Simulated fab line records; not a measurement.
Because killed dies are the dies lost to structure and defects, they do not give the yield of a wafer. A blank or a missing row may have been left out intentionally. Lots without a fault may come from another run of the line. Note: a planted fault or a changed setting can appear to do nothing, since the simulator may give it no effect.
Matching of chambers || flow n5Finfet || 3 sister chambers for N5_BEOL_M7_DEP_56 on pecvd-02
The step deposits SiCN from 3MS/NH3, target thk 10 nm, time 17.5 s. 3 wafers are shown with their chamber, then 12 later ones without.

WAFERS, EACH WITH ITS CHAMBER
{"wafer": "L087.5", "chamber": 2, "showerheadPlenumPTorr (Torr)": 3.660}
{"wafer": "L088.4", "chamber": 1, "showerheadPlenumPTorr (Torr)": 3.659}
{"wafer": "L088.6", "chamber": 0, "showerheadPlenumPTorr (Torr)": 3.673}

WAFERS WHOSE CHAMBER IS MISSING
{"wafer": "L090.1", "showerheadPlenumPTorr (Torr)": 3.664}
{"wafer": "L090.5", "showerheadPlenumPTorr (Torr)": 3.651}
{"wafer": "L090.6", "showerheadPlenumPTorr (Torr)": 3.665}
{"wafer": "L094.1", "showerheadPlenumPTorr (Torr)": 3.672}
{"wafer": "L094.2", "showerheadPlenumPTorr (Torr)": 3.659}
{"wafer": "L094.3", "showerheadPlenumPTorr (Torr)": 3.666}
{"wafer": "L094.4", "showerheadPlenumPTorr (Torr)": 3.670}
{"wafer": "L094.5", "showerheadPlenumPTorr (Torr)": 3.656}
{"wafer": "L094.6", "showerheadPlenumPTorr (Torr)": 3.659}
{"wafer": "L097.1", "showerheadPlenumPTorr (Torr)": 3.662}
{"wafer": "L097.2", "showerheadPlenumPTorr (Torr)": 3.684}
{"wafer": "L097.5", "showerheadPlenumPTorr (Torr)": 3.663}

WHICH CHAMBER EACH WENT THROUGH
{"wafer": "L090.1", "from the rows above": "can't be placed: 2 or 1 or 0", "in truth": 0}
{"wafer": "L090.5", "from the rows above": "can't be placed: 1 or 2", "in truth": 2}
{"wafer": "L090.6", "from the rows above": "can't be placed: 2 or 1 or 0", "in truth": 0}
{"wafer": "L094.1", "from the rows above": 0, "in truth": 0}
{"wafer": "L094.2", "from the rows above": "can't be placed: 1 or 2", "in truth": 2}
{"wafer": "L094.3", "from the rows above": "can't be placed: 2 or 0 or 1", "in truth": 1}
{"wafer": "L094.4", "from the rows above": "can't be placed: 0 or 2 or 1", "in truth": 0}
{"wafer": "L094.5", "from the rows above": "can't be placed: 1 or 2", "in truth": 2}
{"wafer": "L094.6", "from the rows above": "can't be placed: 1 or 2", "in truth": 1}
{"wafer": "L097.1", "from the rows above": "can't be placed: 2 or 1 or 0", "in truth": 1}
{"wafer": "L097.2", "from the rows above": 0, "in truth": 0}
{"wafer": "L097.5", "from the rows above": "can't be placed: 2 or 1 or 0", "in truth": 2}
Correct placement for 2 of the 12. These rows do not allow placing 10 (true chamber among the candidates in 10). Placed wrongly: 0.
How it was worked out, from the rows above alone: a wafer's distance from a chamber is the root of the sum, over the readings, of the square of ((its reading less the chamber's mean) divided by the reading's scatter). The wafer belongs to the nearest chamber; if the next one is less than 2 further off, it can't be placed. A chamber's mean is the mean of its shown wafers. The scatter (one wafer shown for each chamber): square how far every hidden wafer sits from the nearest shown wafer, average those squares and take the square root.
